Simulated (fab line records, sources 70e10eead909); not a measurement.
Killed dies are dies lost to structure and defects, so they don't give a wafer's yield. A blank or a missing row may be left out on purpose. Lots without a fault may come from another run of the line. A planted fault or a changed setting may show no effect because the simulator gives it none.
Which tool did it? | flow nand_harc | 6 lots, 18 wafers sampled, at 3 steps of a route of 1159

WHAT THE GAUGES READ, wafer by wafer
NHARC_P_CONTACT_INSPECT_27.
lot  | measured     | on                | raw_defect_count
L320 | day 6 05:29  | defect_inspect-01 | 181 144 178
L322 | day 6 23:10  | defect_inspect-02 | 219 204 147
L335 | day 9 19:25  | defect_inspect-01 | 403 278 353
L336 | day 10 04:30 | defect_inspect-02 | 393 349 265
L338 | day 10 21:26 | defect_inspect-01 | 435 218 225
L341 | day 11 02:33 | defect_inspect-02 | 190 172 166

WHICH TOOL RAN EACH LOT (tool, then ch and the chambers of the sampled wafers, then the start)
lot  | NHARC_P_CONTACT_STRIP_28           | NHARC_P_CONTACT_CVD_23
L320 | rie_diel-09 ch 0,1,2, day 5 23:28  | cvd_w-02 ch 0,1, day 6 05:29 or earlier
L322 | rie_diel-06 ch 2,3, day 6 21:01    | cvd_w-01 ch 0,1, day 6 23:10 or earlier
L335 | rie_diel-06 ch 1,2,3, day 9 16:50  | cvd_w-01 ch 0,1, day 9 19:25 or earlier
L336 | rie_diel-06 ch 0,1,3, day 10 02:23 | cvd_w-01 ch 0,1, day 10 04:30 or earlier
L338 | rie_diel-09 ch 0,2,3, day 10 16:16 | cvd_w-01 ch 0,1, day 10 21:26 or earlier
L341 | rie_diel-06 ch 1,3, day 10 23:15   | cvd_w-02 ch 1, day 11 02:33 or earlier
- NHARC_P_CONTACT_STRIP_28: strips in O2.
- NHARC_P_CONTACT_CVD_23: deposits W, target thk 200 nm, time 557 s.

THE ANSWER, worked out from the rows above alone
Rule: what is usual is taken from the lots themselves. Put in order of their means at a reading, lots are off if they are a third of the lots or fewer, leave a main group of 4 or more, and stand apart from it by a gap of 3 or more times the standard deviation of the main group's means; of several such gaps the widest counts. A main group whose means are all the same, to the digits that the tables above print for the reading, isn't used. A lot without any number at a reading at which 4 lots or more have one is off too. The other lots that the step has rows for count as sound.
No lot is off at any reading shown: from this, nothing can be told.

WHAT THE SIMULATOR HAD PUT IN
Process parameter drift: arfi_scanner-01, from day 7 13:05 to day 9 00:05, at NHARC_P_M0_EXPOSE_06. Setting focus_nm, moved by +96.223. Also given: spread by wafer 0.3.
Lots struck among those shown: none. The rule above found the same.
